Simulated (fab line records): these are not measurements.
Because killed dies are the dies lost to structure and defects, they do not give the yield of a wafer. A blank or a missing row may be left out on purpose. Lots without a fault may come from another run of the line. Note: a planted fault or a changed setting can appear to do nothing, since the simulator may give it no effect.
fab line records -- flow n5Finfet -- part 1 of 2: steps 1 to 22 of 26
[record] lots = 5, wafers = 15, lastDay = 18
route steps=1938 shown BEOL_M2@858
lots that met no fault: taken from a fault-free run of the same line
startH: start of the lot's first displayed wafer, in hours after the record's first day -- waitH: how many hours have passed since the lot's step before this one -- " same as the row above -- L1.1+2: a single row standing in for several wafers -- - no value, or no start was given -- * or withheld: withheld -- < > ~ a bound
route shown NAME@n: a module of which the file shows steps, and the number in the route of the first -- usual: mean/standard deviation of fault-free wafers -- same: alike in all rows -- chamber/n: place in a boat -- sites: readings site by site -- _std_site: the values' standard deviation -- _edge_site: outer sites' mean less inner sites' -- radiusMm: how far each site lies from the wafer's centre -- mask NAME#n: copy n -- behind: the last tool/chamber to shape the wafer -- hold: reason for holding the lot/hours on hold/outcome of the hold -- device: the n, p or np transistor that did not switch -- end of line: the same wafers' tests at the end of the route -- where a step has no rows: the recipe by itself -- killed: not the wafer's yield, but the dies lost to structure and defects at the first sort -- map: a wafer's dies, marking killed ones x, the rest . and places with no die _
set.NAME: setting as actually run; set.NAME@STEP: the setting as run at that earlier step -- model.NAME: the simulator's own value behind a step, which no gauge read
lots at some steps of the route; a table a step, a row a wafer
services: from which hour (startH, from the record's first day; less than 0 if before it) a tool's chamber was out of use, for how many hours, and why
[[steps]]
[step N5_BEOL_M2_ETCH_74]
[recipe] chemistry = N2/H2, target = underlayer, targetDepthA = 65, maskMaterial = CAR-EUV, timeS = 5.2, ionEnergyEv = 200, pressureMtorr = 30, sourceW = 840, biasW = 150, n2FlowSccm = 200, h2FlowSccm = 200, ends = cleared
[usual] biasW = 150.0/0.46, drypumpMotorCurrentA = 5.9/0.37, etchRfOnTimeS = 5.17/0.089, oesProductAu = 0.71/0.087, rfVppV = 524/3.8, showerheadPlenumPTorr = 2.55/0.12, throttleValvePct = 17.84/0.24
lot.wafer,tool,chamber,startH,waitH,biasW,drypumpMotorCurrentA,etchRfOnTimeS,oesProductAu,rfHoursCounterH,rfVppV,showerheadPlenumPTorr,throttleValvePct
L079.1,rieDiel-03,0,164.23,0.0,150.6,5.6,5.13,0.62,218,524,2.51,17.81
L079.3,rieDiel-03,3,164.23,0.0,149.9,6.2,5.03,0.67,110,524,2.67,18.02
L079.5,rieDiel-03,2,164.23,0.0,149.6,6.2,5.17,0.64,-,518,2.34,18.10
L081.2,rieDiel-06,1,185.33,0.0,149.4,5.4,5.01,0.76,42,529,2.70,17.82
L081.4,rieDiel-06,0,185.33,0.0,150.0,5.8,5.20,0.69,110,522,2.45,17.72
L081.5,rieDiel-06,1,185.33,0.0,149.9,5.4,5.06,0.76,-,529,2.70,17.82
L088.1,rieDiel-05,0,221.18,0.0,149.7,5.3,5.23,0.60,233,520,2.40,18.41
L088.3,rieDiel-05,3,221.18,0.0,150.9,5.9,5.20,0.82,6,530,2.72,17.45
L088.6,rieDiel-05,3,221.18,0.0,150.4,5.9,5.15,0.82,-,528,2.72,17.41
L089.2,rieDiel-06,2,226.86,0.0,150.0,6.3,5.14,0.80,20,523,2.50,17.69
L089.3,rieDiel-06,0,226.86,0.0,149.3,5.8,5.25,0.67,123,522,2.45,17.74
L089.4,rieDiel-06,3,226.86,0.0,150.8,6.5,5.25,0.75,33,523,2.50,17.73
L097.2,rieDiel-05,1,271.91,0.0,149.4,6.0,5.35,0.56,231,521,2.40,17.62
L097.3,rieDiel-05,3,271.91,0.0,149.9,5.8,5.27,0.76,25,530,2.71,17.44
L097.5,rieDiel-05,3,271.91,0.0,149.9,5.8,5.24,0.78,-,526,2.71,17.45
[step N5_BEOL_M2_ETCH_63]
[recipe] chemistry = CF4, target = SiARC, targetDepthA = 156, maskMaterial = CAR-EUV, timeS = 26, ionEnergyEv = 80, pressureMtorr = 40, sourceW = 545, biasW = 36, Ar_flow_sccm = 100, cf4FlowSccm = 100, ends = cleared
[usual] biasW = 36.00/0.099, drypumpMotorCurrentA = 5.9/0.37, etchRfOnTimeS = 25.8/0.4, oesProductAu = 0.71/0.087, rfVppV = 183.9/1.5, showerheadPlenumPTorr = 2.14/0.097, throttleValvePct = 15.57/0.25
lot.wafer,tool,chamber,startH,waitH,biasW,drypumpMotorCurrentA,etchRfOnTimeS,oesProductAu,rfHoursCounterH,rfVppV,showerheadPlenumPTorr,throttleValvePct
L079.1,rieDiel-03,0,164.25,0.0,36.04,5.6,25.7,0.60,218,183.3,2.12,15.58
L079.3,rieDiel-03,3,164.25,0.0,36.06,6.2,25.7,0.66,110,186.1,2.25,15.85
L079.5,rieDiel-03,2,164.25,0.0,36.03,6.2,25.9,0.64,-,181.8,1.98,15.86
L081.2,rieDiel-06,1,185.35,0.0,36.09,5.4,25.2,0.75,42,187.2,2.26,15.41
L081.4,rieDiel-06,0,185.35,0.0,35.90,5.7,25.9,0.68,110,183.1,2.07,15.49
L081.5,rieDiel-06,1,185.35,0.0,36.05,5.4,25.2,0.76,-,184.7,2.26,15.39
L088.1,rieDiel-05,0,221.19,0.0,36.00,5.3,25.8,0.61,233,185.3,2.04,16.14
L088.3,rieDiel-05,3,221.19,0.0,36.06,5.8,25.7,0.83,6,186.4,2.28,15.22
L088.6,rieDiel-05,3,221.19,0.0,36.02,5.8,25.4,0.83,-,185.3,2.28,15.21
L089.2,rieDiel-06,2,226.87,0.0,35.98,6.3,25.6,0.81,20,183.8,2.10,15.37
L089.3,rieDiel-06,0,226.87,0.0,35.75,5.8,25.9,0.68,123,183.5,2.07,15.52
L089.4,rieDiel-06,3,226.87,0.0,35.98,6.4,26.3,0.74,33,184.9,2.10,15.37
L097.2,rieDiel-05,1,271.92,0.0,36.08,5.9,25.9,0.58,231,182.8,2.03,15.46
L097.3,rieDiel-05,3,271.92,0.0,36.16,5.7,25.5,0.78,25,185.1,2.27,15.25
L097.5,rieDiel-05,3,271.92,0.0,35.96,5.8,25.6,0.77,-,186.4,2.27,15.25
[step N5_BEOL_M2_ETCH_64]
[recipe] chemistry = N2/H2, target = SOC, targetDepthA = 750, overetchA = 225, maskMaterial = SiARC, tempC = 40, timeS = 121.9, ionEnergyEv = 200, pressureMtorr = 30, sourceW = 840, biasW = 150, n2FlowSccm = 200, h2FlowSccm = 200
[usual] biasW = 150.0/0.46, drypumpMotorCurrentA = 5.9/0.37, oesProductAu = 0.63/0.074, rfVppV = 524/3.6, showerheadPlenumPTorr = 2.55/0.12, throttleValvePct = 17.80/0.25
lot.wafer,tool,chamber,startH,waitH,biasW,drypumpMotorCurrentA,oesProductAu,rfHoursCounterH,rfVppV,showerheadPlenumPTorr,throttleValvePct
L079.1,rieDiel-03,0,164.28,0.0,149.2,5.6,0.54,218,524,2.51,17.75
L079.3,rieDiel-03,3,164.28,0.0,149.9,6.2,0.58,110,527,2.67,17.99
L079.5,rieDiel-03,2,164.28,0.0,150.4,6.1,0.57,-,518,2.34,18.06
L081.2,rieDiel-06,1,185.38,0.0,150.2,5.4,0.66,42,530,2.70,17.77
L081.4,rieDiel-06,0,185.38,0.0,149.8,5.8,0.61,110,523,2.45,17.68
L081.5,rieDiel-06,1,185.38,0.0,149.6,5.4,0.66,-,528,2.70,17.77
L088.1,rieDiel-05,0,221.22,0.0,150.5,5.3,0.54,233,520,2.41,18.38
L088.3,rieDiel-05,3,221.22,0.0,149.2,5.8,0.73,6,527,2.72,17.40
L088.6,rieDiel-05,3,221.22,0.0,149.6,5.8,0.72,-,527,2.72,17.40
L089.2,rieDiel-06,2,226.90,0.0,149.8,6.3,0.71,20,523,2.50,17.64
L089.3,rieDiel-06,0,226.90,0.0,149.7,5.8,0.61,123,520,2.45,17.70
L089.4,rieDiel-06,3,226.90,0.0,150.7,6.5,0.67,33,522,2.50,17.68
L097.2,rieDiel-05,1,271.95,0.0,149.8,5.9,0.52,231,520,2.40,17.56
L097.3,rieDiel-05,3,271.95,0.0,149.9,5.8,0.69,25,527,2.71,17.41
L097.5,rieDiel-05,3,271.95,0.0,149.8,5.8,0.69,-,528,2.71,17.42
[step N5_BEOL_M2_STRIP_65]
[recipe] chemistry = N2/H2, tempC = 40, n2FlowSccm = 200, h2FlowSccm = 200, rfFrequencyHz = 6e+07
lot.wafer,tool,chamber,startH,waitH
L079.1+3+5,rieDiel-03,"0,3,2",164.39,0.1
L081.2+4+5,rieDiel-06,"1,0,1",185.49,0.1
L088.1+3+6,rieDiel-05,"0,3,3",221.33,0.1
L089.2+3+4,rieDiel-06,"2,0,3",227.02,0.1
L097.2+3+5,rieDiel-05,"1,3,3",272.06,0.1
[step N5_BEOL_M2_STRIP_75]
[recipe] chemistry = N2/H2, tempC = 40, n2FlowSccm = 200, h2FlowSccm = 200, rfFrequencyHz = 6e+07
lot.wafer,tool,chamber,startH,waitH
L079.1+3+5,rieDiel-03,"0,3,2",164.40,0.0
L081.2+4+5,rieDiel-06,"1,0,1",185.50,0.0
L088.1+3+6,rieDiel-05,"0,3,3",221.34,0.0
L089.2+3+4,rieDiel-06,"2,0,3",227.03,0.0
L097.2+3+5,rieDiel-05,"1,3,3",272.07,0.0
[step N5_BEOL_M2_STRIP_66]
[recipe] chemistry = CF4, resist = SiARC, powerW = 300, biasPowerW = 75, pressureMtorr = 50, cf4FlowSccm = 150, rfFrequencyHz = 6e+07
[usual] drypumpMotorCurrentA = 5.9/0.37, oesProductAu = 0.81/0.095, rfVppV = 271.2/2, showerheadPlenumPTorr = 1.80/0.08, throttleValvePct = 13.54/0.26
lot.wafer,tool,chamber,startH,waitH,drypumpMotorCurrentA,oesProductAu,rfHoursCounterH,rfVppV,showerheadPlenumPTorr,throttleValvePct
L079.1,rieDiel-03,0,164.41,0.0,5.5,0.70,218,270.3,1.78,13.61
L079.3,rieDiel-03,3,164.41,0.0,6.2,0.77,110,273.1,1.88,13.79
L079.5,rieDiel-03,2,164.41,0.0,6.2,0.74,-,267.9,1.66,13.83
L081.2,rieDiel-06,1,185.51,0.0,5.4,0.86,42,271.9,1.90,13.37
L081.4,rieDiel-06,0,185.51,0.0,5.8,0.80,110,270.0,1.74,13.51
L081.5,rieDiel-06,1,185.51,0.0,5.3,0.86,-,272.5,1.90,13.37
L088.1,rieDiel-05,0,221.35,0.0,5.3,0.70,233,269.1,1.71,14.10
L088.3,rieDiel-05,3,221.35,0.0,5.8,0.95,6,274.9,1.90,13.14
L088.6,rieDiel-05,3,221.35,0.0,5.8,0.95,-,274.5,1.90,13.13
L089.2,rieDiel-06,2,227.04,0.0,6.3,0.93,20,270.4,1.76,13.29
L089.3,rieDiel-06,0,227.04,0.0,5.8,0.79,123,269.3,1.74,13.51
L089.4,rieDiel-06,3,227.04,0.0,6.4,0.87,33,271.6,1.76,13.33
L097.2,rieDiel-05,1,272.08,0.0,6.0,0.67,231,269.9,1.70,13.48
L097.3,rieDiel-05,3,272.08,0.0,5.8,0.89,25,273.7,1.89,13.17
L097.5,rieDiel-05,3,272.08,0.0,5.7,0.89,-,274.4,1.89,13.19
[step N5_BEOL_M2_HM_OPEN_17]
[recipe] chemistry = Cl2/BCl3, targetDepthA = 200, overetchA = 60, target = TiN, maskMaterial = SOC, ionEnergyEv = 150, pressureMtorr = 10, icpW = 1000, biasW = 126, Cl2_flow_sccm = 53.25, bcl3FlowSccm = 21.75, Ar_flow_sccm = 25
[usual] biasW = 126.0/0.35, drypumpMotorCurrentA = 5.87/0.25, oes_ar_750_au = 0.81/0.077, oesProductAu = 0.69/0.07, throttleValvePct = 22.05/0.23
lot.wafer,tool,chamber,startH,waitH,biasW,drypumpMotorCurrentA,oes_ar_750_au,oesProductAu,rfHoursCounterH,throttleValvePct
L079.1,rieMetal-01,0,164.45,0.0,126.0,5.42,0.71,0.60,70,21.99
L079.3,rieMetal-01,1,164.45,0.0,126.0,6.16,0.77,0.66,-,22.36
L079.5,rieMetal-01,0,164.45,0.0,125.7,5.44,0.72,0.61,-,22.00
L081.2,rieMetal-03,0,185.55,0.0,126.5,5.84,0.84,0.72,20,21.66
L081.4,rieMetal-03,0,185.55,0.0,126.5,5.82,0.83,0.72,-,21.67
L081.5,rieMetal-03,0,185.55,0.0,125.9,5.87,0.83,0.72,-,21.65
L088.1,rieMetal-01,1,221.39,0.0,125.4,6.11,0.75,0.65,49,22.39
L088.3,rieMetal-01,1,221.39,0.0,125.8,6.12,0.76,0.65,-,22.37
L088.6,rieMetal-01,1,221.39,0.0,125.9,6.11,0.75,0.65,-,22.36
L089.2,rieMetal-02,0,227.08,0.0,125.7,5.68,0.86,0.73,14,22.18
L089.3,rieMetal-02,1,227.08,0.0,126.1,6.13,0.72,0.60,-,22.00
L089.4,rieMetal-02,0,227.08,0.0,125.7,5.70,0.87,0.73,-,22.18
L097.2,rieMetal-03,0,272.12,0.0,126.1,5.81,0.81,0.71,27,21.67
L097.3,rieMetal-03,0,272.12,0.0,126.0,5.79,0.80,0.69,-,21.70
L097.5,rieMetal-03,1,272.12,0.0,125.8,6.03,0.88,0.75,-,22.19
[step N5_BEOL_M2_STRIP_19]
[recipe] chemistry = O2, powerW = 400, tempC = 40, pressureMtorr = 30, rfFrequencyHz = 6e+07, biasPowerW = 0, overashFraction = 0.2, o2FlowSccm = 225
[usual] drypumpMotorCurrentA = 5.8/0.37, oesProductAu = 0.82/0.1, rfVppV = 3.7/0.48, showerheadPlenumPTorr = 2.10/0.1, throttleValvePct = 16.63/0.26
lot.wafer,tool,chamber,startH,waitH,drypumpMotorCurrentA,oesProductAu,rfHoursCounterH,rfVppV,showerheadPlenumPTorr,throttleValvePct
L079.1,rieDiel-03,1,164.75,0.3,5.9,0.97,4,3.4,2.14,16.76
L079.3,rieDiel-03,0,164.75,0.3,5.6,0.70,219,4.1,2.08,16.66
L079.5,rieDiel-03,0,164.75,0.3,5.5,0.70,-,3.6,2.08,16.66
L081.2,rieDiel-06,1,185.66,0.1,5.4,0.88,42,3.8,2.22,16.47
L081.4,rieDiel-06,0,185.66,0.1,5.8,0.80,110,4.1,2.03,16.56
L081.5,rieDiel-06,0,185.66,0.1,5.8,0.80,-,4.0,2.03,16.54
L088.1,rieDiel-03,1,221.54,0.1,5.9,0.90,29,4.0,2.13,16.82
L088.3,rieDiel-03,0,221.54,0.1,5.5,0.68,245,3.7,2.07,16.71
L088.6,rieDiel-03,0,221.54,0.1,5.6,0.68,-,3.9,2.07,16.72
L089.2,rieDiel-06,0,227.19,0.1,5.8,0.80,123,3.5,2.02,16.59
L089.3,rieDiel-06,2,227.19,0.1,6.3,0.95,20,4.3,2.06,16.46
L089.4,rieDiel-06,3,227.19,0.1,6.4,0.87,33,4.1,2.05,16.47
L097.2,rieDiel-05,3,272.24,0.1,5.8,0.91,25,4.6,2.23,16.31
L097.3,rieDiel-05,2,272.24,0.1,5.4,0.89,35,3.4,2.23,16.49
L097.5,rieDiel-05,1,272.24,0.1,5.9,0.68,-,3.0,1.98,16.46
[step N5_BEOL_M2_CD_MEAS_18]
[recipe] pitchNm = 36, targetCdNm = 18
[usual] cdNm = 18.0/0.33
lot.wafer,tool,chamber,startH,waitH,cdNm
L079.1,cdSem-01,-,164.82,0.0,17.8
L079.3,cdSem-01,-,164.82,0.0,17.7
L079.5,cdSem-01,-,164.82,0.0,17.8
L081.2,cdSem-01,-,185.74,0.1,18.1
L081.4,cdSem-01,-,185.74,0.1,18.1
L081.5,cdSem-01,-,185.74,0.1,18.2
L088.1,cdSem-01,-,221.61,0.0,18.2
L088.3,cdSem-01,-,221.61,0.0,18.1
L088.6,cdSem-01,-,221.61,0.0,18.3
L089.2,cdSem-02,-,227.26,0.1,18.1
L089.3,cdSem-02,-,227.26,0.1,17.5
L089.4,cdSem-02,-,227.26,0.1,18.0
L097.2,cdSem-01,-,272.31,0.1,18.5
L097.3,cdSem-01,-,272.31,0.1,17.7
L097.5,cdSem-01,-,272.31,0.1,17.8
[step N5_BEOL_M2_COAT_67]
[recipe] resist = SOC, tempC = 250, timeS = 60, spinRpm = 1500, resistThkNm = 60
lot.wafer,tool,chamber,startH,waitH
L079.1+3+5,lithoTrack-05,0,164.86,0.0
L081.2+4+5,lithoTrack-01,0,185.78,0.0
L088.1+3+6,lithoTrack-05,0,221.65,0.0
L089.2+3+4,lithoTrack-05,0,227.29,0.0
L097.2+3+5,lithoTrack-02,0,272.34,0.0
[step N5_BEOL_M2_COAT_68]
[recipe] resist = SiARC, tempC = 220, timeS = 60, spinRpm = 1500, resistThkNm = 12
lot.wafer,tool,chamber,startH,waitH
L079.1+3+5,lithoTrack-05,0,-,-
L081.2+4+5,lithoTrack-01,0,-,-
L088.1+3+6,lithoTrack-05,0,-,-
L089.2+3+4,lithoTrack-05,0,-,-
L097.2+3+5,lithoTrack-02,0,-,-
[step N5_BEOL_M2_COAT_76]
[recipe] resist = underlayer, tempC = 205, timeS = 60, spinRpm = 1500, resistThkNm = 5
lot.wafer,tool,chamber,startH,waitH
L079.1+3+5,lithoTrack-05,0,-,-
L081.2+4+5,lithoTrack-01,0,-,-
L088.1+3+6,lithoTrack-05,0,-,-
L089.2+3+4,lithoTrack-05,0,-,-
L097.2+3+5,lithoTrack-02,0,-,-
[step N5_BEOL_M2_COAT_22]
[recipe] resist = CAR-EUV, spinRpm = 1500, resistThkNm = 30
lot.wafer,tool,chamber,startH,waitH
L079.1+3+5,lithoTrack-05,0,-,-
L081.2+4+5,lithoTrack-01,0,-,-
L088.1+3+6,lithoTrack-05,0,-,-
L089.2+3+4,lithoTrack-05,0,-,-
L097.2+3+5,lithoTrack-02,0,-,-
[step N5_BEOL_M2_EBR_24]
[recipe] solvent = PGMEA, ebrWidthMm = 1.5
lot.wafer,tool,chamber,startH,waitH
L079.1+3+5,lithoTrack-05,0,-,-
L081.2+4+5,lithoTrack-01,0,-,-
L088.1+3+6,lithoTrack-05,0,-,-
L089.2+3+4,lithoTrack-05,0,-,-
L097.2+3+5,lithoTrack-02,0,-,-
[step N5_BEOL_M2_SOFTBAKE_23]
[recipe] tempC = 110, timeS = 60, resist = CAR-EUV
lot.wafer,tool,chamber,startH,waitH
L079.1+3+5,lithoTrack-05,0,-,-
L081.2+4+5,lithoTrack-01,0,-,-
L088.1+3+6,lithoTrack-05,0,-,-
L089.2+3+4,lithoTrack-05,0,-,-
L097.2+3+5,lithoTrack-02,0,-,-
[step N5_BEOL_M2_EXPOSE_25]
[recipe] maskId = V1, na = 0.33, sourceShape = quasar, sigmaInner = 0.2, sigmaOuter = 0.8, polarization = unpolarized, defocusNm = 5, doseMj = 63
[usual] exposureDoseMJCm2 = 62.97/0.055
[same] sigmaOuter = 0.8
lot.wafer,tool,chamber,startH,waitH,mask,exposureDoseMJCm2
L079.1,euvScanner-01,0,164.99,-,V1#0,63.02
L079.3,euvScanner-01,0,164.99,-,V1#0,63.09
L079.5,euvScanner-01,0,164.99,-,V1#0,62.88
L081.2,euvScanner-02,0,185.92,-,V1#0,63.01
L081.4,euvScanner-02,0,185.92,-,V1#0,62.99
L081.5,euvScanner-02,0,185.92,-,V1#0,62.98
L088.1,euvScanner-02,0,221.91,-,V1#0,62.96
L088.3,euvScanner-02,0,221.91,-,V1#0,62.97
L088.6,euvScanner-02,0,221.91,-,V1#0,62.97
L089.2,euvScanner-02,0,227.44,-,V1#0,62.91
L089.3,euvScanner-02,0,227.44,-,V1#0,62.96
L089.4,euvScanner-02,0,227.44,-,V1#0,63.09
L097.2,euvScanner-01,0,272.49,-,V1#0,62.95
L097.3,euvScanner-01,0,272.49,-,V1#0,63.00
L097.5,euvScanner-01,0,272.49,-,V1#0,62.91
[step N5_BEOL_M2_PEB_26]
[recipe] pebTempC = 100, pebTimeS = 60, resist = CAR-EUV
lot.wafer,tool,chamber,startH,waitH
L079.1+3+5,lithoTrack-02,0,165.07,0.1
L081.2+4+5,lithoTrack-05,0,185.99,0.1
L088.1+3+6,lithoTrack-05,0,221.99,0.1
L089.2+3+4,lithoTrack-05,0,227.51,0.1
L097.2+3+5,lithoTrack-02,0,272.56,0.1
[step N5_BEOL_M2_DEVELOP_27]
[recipe] developTimeS = 30, developer = TMAH, resist = CAR-EUV, rinseLiquid = surfactantRinse, dry = airSpin, devTempC = 23
lot.wafer,tool,chamber,startH,waitH
L079.1+3+5,lithoTrack-02,0,-,-
L081.2+4+5,lithoTrack-05,0,-,-
L088.1+3+6,lithoTrack-05,0,-,-
L089.2+3+4,lithoTrack-05,0,-,-
L097.2+3+5,lithoTrack-02,0,-,-
[step N5_BEOL_M2_CD_MEAS_28]
[recipe] targetCdNm = 26.2, landingEnergyEv = 500, detector = seInlens, targetCdYNm = 24.1, polarity = opening
[usual] cdNm = 26.20/0.21
lot.wafer,tool,chamber,startH,waitH,cdNm
L079.1,cdSem-01,0,165.14,-,26.41
L079.3,cdSem-01,0,165.14,-,26.02
L079.5,cdSem-01,0,165.14,-,26.81
L081.2,cdSem-02,0,186.06,-,26.13
L081.4,cdSem-02,0,186.06,-,26.30
L081.5,cdSem-02,0,186.06,-,26.43
L088.1,cdSem-01,0,222.06,-,25.82
L088.3,cdSem-01,0,222.06,-,25.96
L088.6,cdSem-01,0,222.06,-,26.25
L089.2,cdSem-03,0,227.58,-,26.34
L089.3,cdSem-03,0,227.58,-,26.41
L089.4,cdSem-03,0,227.58,-,25.98
L097.2,cdSem-02,0,272.63,-,26.05
L097.3,cdSem-02,0,272.63,-,26.17
L097.5,cdSem-02,0,272.63,-,26.35
[step N5_BEOL_M2_OVL_MEAS_29]
[recipe] pointsPerWafer = 522
[usual] V1_OVL = -0.3/0.64
lot.wafer,tool,chamber,startH,waitH,V1_OVL[nm]
L079.1,overlay-02,0,165.17,0.0,-0.7
L079.3,overlay-02,0,165.17,0.0,1.0
L079.5,overlay-02,0,165.17,0.0,-1.6
L081.2,overlay-01,0,186.09,0.0,-0.5
L081.4,overlay-01,0,186.09,0.0,-0.9
L081.5,overlay-01,0,186.09,0.0,0.7
L088.1,overlay-01,0,222.09,0.0,-1.4
L088.3,overlay-01,0,222.09,0.0,-0.4
L088.6,overlay-01,0,222.09,0.0,-1.0
L089.2,overlay-01,0,227.61,0.0,-0.4
L089.3,overlay-01,0,227.61,0.0,-0.6
L089.4,overlay-01,0,227.61,0.0,0.5
L097.2,overlay-02,0,272.66,0.0,0.1
L097.3,overlay-02,0,272.66,0.0,-0.6
L097.5,overlay-02,0,272.66,0.0,-0.3
[step N5_BEOL_M2_INSPECT_30]
[recipe] mode = adi, inspectInstrument = brightfield
[usual] rawDefectCount = 414/88
lot.wafer,tool,chamber,startH,waitH,rawDefectCount
L079.1,defectInspect-02,-,165.23,0.1,311
L079.3,defectInspect-02,-,165.23,0.1,411
L079.5,defectInspect-02,-,165.23,0.1,337
L081.2,defectInspect-01,-,186.15,0.0,325
L081.4,defectInspect-01,-,186.15,0.0,364
L081.5,defectInspect-01,-,186.15,0.0,257
L088.1,defectInspect-02,-,222.14,0.1,346
L088.3,defectInspect-02,-,222.14,0.1,535
L088.6,defectInspect-02,-,222.14,0.1,473
L089.2,defectInspect-02,-,227.66,0.0,407
L089.3,defectInspect-02,-,227.66,0.0,470
L089.4,defectInspect-02,-,227.66,0.0,496
L097.2,defectInspect-02,-,272.71,0.0,514
L097.3,defectInspect-02,-,272.71,0.0,612
L097.5,defectInspect-02,-,272.71,0.0,411
[step N5_BEOL_M2_DESCUM_33]
[recipe] chemistry = O2, timeS = 7, sourcePowerW = 50, biasPowerW = 20, pressureMtorr = 20, rfFrequencyHz = 2.712e+07, tempC = 40, resist = CAR-EUV, o2FlowSccm = 225
[usual] drypumpMotorCurrentA = 5.9/0.35, oesProductAu = 0.82/0.095, rfVppV = 243.0/1.8, showerheadPlenumPTorr = 2.08/0.097, throttleValvePct = 20.44/0.21
lot.wafer,tool,chamber,startH,waitH,drypumpMotorCurrentA,oesProductAu,rfHoursCounterH,rfVppV,showerheadPlenumPTorr,throttleValvePct
L079.1,rieDiel-03,3,166.05,0.8,6.1,0.78,111,245.7,2.19,20.62
L079.3,rieDiel-03,1,166.05,0.8,5.9,0.96,5,243.6,2.14,20.61
L079.5,rieDiel-03,0,166.05,0.8,5.5,0.70,-,244.8,2.07,20.40
L081.2,rieDiel-03,3,186.18,0.0,6.1,0.76,121,243.7,2.19,20.63
L081.4,rieDiel-03,1,186.18,0.0,5.9,0.94,14,244.2,2.14,20.61
L081.5,rieDiel-03,2,186.18,0.0,6.2,0.75,-,240.4,1.92,20.70
L088.1,rieDiel-03,2,222.32,0.2,6.2,0.73,189,239.6,1.91,20.71
L088.3,rieDiel-03,3,222.32,0.2,6.2,0.77,126,244.1,2.18,20.65
L088.6,rieDiel-03,1,222.32,0.2,5.9,0.91,-,244.2,2.13,20.63
L089.2,rieDiel-06,2,227.70,0.0,6.3,0.94,20,241.5,2.06,20.27
L089.3,rieDiel-06,0,227.70,0.0,5.8,0.80,123,241.1,2.02,20.33
L089.4,rieDiel-06,3,227.70,0.0,6.4,0.88,33,242.3,2.05,20.25
L097.2,rieDiel-06,2,272.75,0.0,6.3,0.92,37,243.2,2.05,20.30
L097.3,rieDiel-06,3,272.75,0.0,6.4,0.86,47,243.0,2.04,20.28
L097.5,rieDiel-06,2,272.75,0.0,6.3,0.92,-,242.7,2.05,20.27
